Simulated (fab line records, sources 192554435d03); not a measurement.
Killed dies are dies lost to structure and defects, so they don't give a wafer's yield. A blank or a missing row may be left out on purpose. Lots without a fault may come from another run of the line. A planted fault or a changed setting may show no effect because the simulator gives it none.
A struck lot beside a sound one | flow n5_finfet | 41 steps out of a route of 1938
Sound: wafers L334.2, L334.4, L334.5. Struck: wafers L339.1, L339.3, L339.5. The cause comes at the end.
At each step with rows: each side's tool, then ch and its chambers, then its first start. Under that, the readings that differ: sound wafers | struck wafers | difference of the means | sigmas: that difference in standard deviations of wafers without a fault.
alike: readings whose means differ by less than 2 such deviations, and words and numbers that are the same on both sides. not compared: withheld readings, readings that some wafer has no value for, bounds like >300 that may hide the same value, and numbers for which the record gives no deviation and whose values overlap.
The two part at a step that has a row with sigmas, a row that says differs or no value, or rows on one side only. Numbers that don't overlap but have no deviation are shown without sigmas and don't part them. A reading that every wafer of one side lacks parts them only if that side has two wafers or more.

first, 11 steps without rows for these wafers: N5_GATE_CUT_ETCHBACK_00 (etches W in SF6/Cl2); N5_GATE_CUT_ETCH_56 (etches TiN in Cl2/Ar, target depth 21.6 nm); N5_GATE_CUT_ETCHBACK_30 (etches TiN in Cl2/Ar, target depth 3 nm); N5_GATE_CUT_VAPOR_ETCH_60 (etches HfO2 in BCl3/Cl2); N5_GATE_CUT_ETCH_58 (etches SiNx in CH3F/O2, target depth 17 nm, time 128.6 s); N5_GATE_CUT_STRIP_59 (strips in N2/H2, time 20 s); N5_GATE_CUT_PRECLEAN_31 (cleans in DIW, time 300 s); N5_GATE_CUT_SRD_32 (time 30 s); N5_GATE_CUT_SAC_CAP_01 (material SiNx, target thk 24 nm, pulse time 1 s, ald cycles 480); N5_GATE_CUT_PECVD_57 (deposits SiNx from SiH4/NH3/N2, target thk 21 nm); N5_GATE_CUT_CMP_02 (polishes, stops on SiO2, t overpolish 12.7 s, target thk 0 nm).
N5_GATE_CUT_HM_DEP_46: deposits SiO2 from TEOS/O2, target thk 130 nm, time 26.6 s.
  sound on pecvd-02 ch 1,2, day 6 13:52; struck on pecvd-02 ch 1,2, day 7 18:46
  reading                                      | sound             | struck            | difference | sigmas
  model.SiO2_of_GATE_CUT_HM_DEP_46.thk_nm (nm) | 128.8 131.2 131.8 | 202.6 201.2 203.4 | +71.8      |
  alike: chamber_pressure_Torr, heater_power_outer_w, heater_power_w, showerhead_plenum_p_Torr, susceptor_temp_C, throttle_valve_pct
then, 15 steps without rows for these wafers: N5_GATE_CUT_COAT_34 (time 60 s, resist thk 60 nm); N5_GATE_CUT_COAT_35 (time 60 s, resist thk 10 nm); N5_GATE_CUT_COAT_27 (time 60 s, resist thk 10 nm); N5_GATE_CUT_COAT_07 (resist thk 30 nm); N5_GATE_CUT_EBR_09; N5_GATE_CUT_SOFTBAKE_08 (time 60 s); N5_GATE_CUT_EXPOSE_10 (exposes mask GATE CUT, target cd 20 nm); N5_GATE_CUT_PEB_11 (peb time 60 s); N5_GATE_CUT_DEVELOP_12 (develop time 30 s); N5_GATE_CUT_DESCUM_18 (chemistry O2, time 7 s); N5_GATE_CUT_ETCH_28 (etches underlayer in N2/H2, target depth 13 nm, time 10.4 s); N5_GATE_CUT_ETCH_36 (etches SiARC in CF4, target depth 13 nm, time 21.7 s); N5_GATE_CUT_ETCH_37 (etches SOC in N2/H2, target depth 60 nm, overetch 12 nm, time 90 s); N5_GATE_CUT_STRIP_38 (strips in N2/H2); N5_GATE_CUT_STRIP_39 (strips in N2/H2).
N5_GATE_CUT_HM_OPEN_40: chemistry C4F6/O2, target SiO2, target depth 139 nm, time 85.1 s.
  sound on rie_diel-01 ch 1,2,3, day 6 14:37; struck on rie_diel-06 ch 0,2, day 7 19:26
  reading                                   | sound             | struck            | difference | sigmas
  etch_rf_on_time_s (s)                     | 93.5 92.6 95.0    | 145.4 145.4 146.9 | +52.2      | +33
  model.etch.depth_nm (nm)                  | 128.7 131.2 131.8 | 202.5 201.2 203.4 | +71.8      |
  model.SOC_of_GATE_CUT_COAT_34.thk_nm (nm) | 33 32.4 32.2      | 17.2 18 17.2      | -15.1      |
  model.GATE_CUT.cd_nm (nm)                 | 20.2 20 20        | 20.6 20.6 20.6    | +0.5       |
  alike: drypump_motor_current_A, oes_product_au, rf_vpp_V, showerhead_plenum_p_Torr, throttle_valve_pct
  not compared: rf_hours_counter_h
then, 2 steps without rows for these wafers: N5_GATE_CUT_STRIP_41 (strips in CF4); N5_GATE_CUT_STRIP_42 (strips in O2).
N5_GATE_CUT_ETCH_19: etches SiNx in CH3F/O2, target depth 53.7 nm, time 76.7 s.
  sound on rie_diel-01 ch 1,2,3, day 6 14:44; struck on rie_diel-06 ch 0,2, day 7 19:34
  reading                   | sound      | struck         | difference | sigmas
  model.GATE_CUT.cd_nm (nm) | 20.2 20 20 | 20.6 20.4 20.6 | +0.5       |
  alike: drypump_motor_current_A, etch_rf_on_time_s, oes_product_au, rf_vpp_V, showerhead_plenum_p_Torr, throttle_valve_pct
  not compared: rf_hours_counter_h
then, 7 steps without rows for these wafers: N5_GATE_CUT_CUT_ETCH_53 (etches W in SF6/Cl2, target depth 79.2 nm); N5_GATE_CUT_CUT_ETCH_54 (etches TiN in Cl2/BCl3, target depth 96.7 nm); N5_GATE_CUT_CUT_ETCH_55 (etches HfO2 in BCl3, target depth 3.2 nm); N5_GATE_CUT_ETCH_47 (etches SiO2 in Cl2/BCl3, target depth 10 nm); N5_GATE_CUT_VAPOR_ETCH_48 (etches TiN in BCl3/Cl2); N5_GATE_CUT_VAPOR_ETCH_49 (etches TiAlC in BCl3/Cl2); N5_GATE_CUT_VAPOR_ETCH_51 (etches HfO2 in BCl3/Cl2).
N5_GATE_CUT_THK_MEAS_24:
  sound on film_metro-01, day 6 17:05; struck on film_metro-02, day 7 22:36
  reading          | sound             | struck            | difference | sigmas
  GC_FILL_THK (nm) | 219.9 221.1 223.9 | 293.2 291.8 294.6 | +71.6      | +38
N5_GATE_CUT_CMP_43: polishes SiO2.
  sound on cmp-04 ch 0,1,3, day 6 17:06; struck on cmp-04 ch 1,2,3, day 7 22:43
  reading                                      | sound | struck      | difference | sigmas
  model.SiO2_of_GATE_CUT_HM_DEP_46.thk_nm (nm) | 5 5 5 | 8.4 8.4 8.6 | +3.5       |
  alike: motor_current_A
-- the record jumps here: 7 days lie between the struck wafers' starts before and after (it left off in module GATE_CUT and takes up again in module BEOL_M4, whose first step shown is number 1111 of the route) --
N5_BEOL_M4_RC_MEAS_101:
  sound on prober-02 ch 0, day 17 15:47; struck on prober-01 ch 0, day 15 10:29
  reading        | sound                | struck               | difference | sigmas
  DIBL_N (mV/V)  | 37.0 33.6 34.7       | 37.2 37.6 37.1       | +2.2       | +2
  IOFF_P (nA/um) | 0.214 0.142 0.173    | 0.261 0.255 0.217    | +0.068     | +3
  SS_N (mV/dec)  | 71.3 70.4 70.4       | 72.4 72.8 73.1       | +2.1       | +4
  VT_P (mV)      | -249.6 -256.8 -253.3 | -245.5 -244.0 -251.0 | +6.4       | +2
  alike: DIBL_P, IOFF_N, ION_N, ION_P, SS_P, VT_N

WHERE THEY PART
First at N5_GATE_CUT_HM_OPEN_40; last, within this record, at N5_BEOL_M4_RC_MEAS_101.

WHY: what the simulator had put in
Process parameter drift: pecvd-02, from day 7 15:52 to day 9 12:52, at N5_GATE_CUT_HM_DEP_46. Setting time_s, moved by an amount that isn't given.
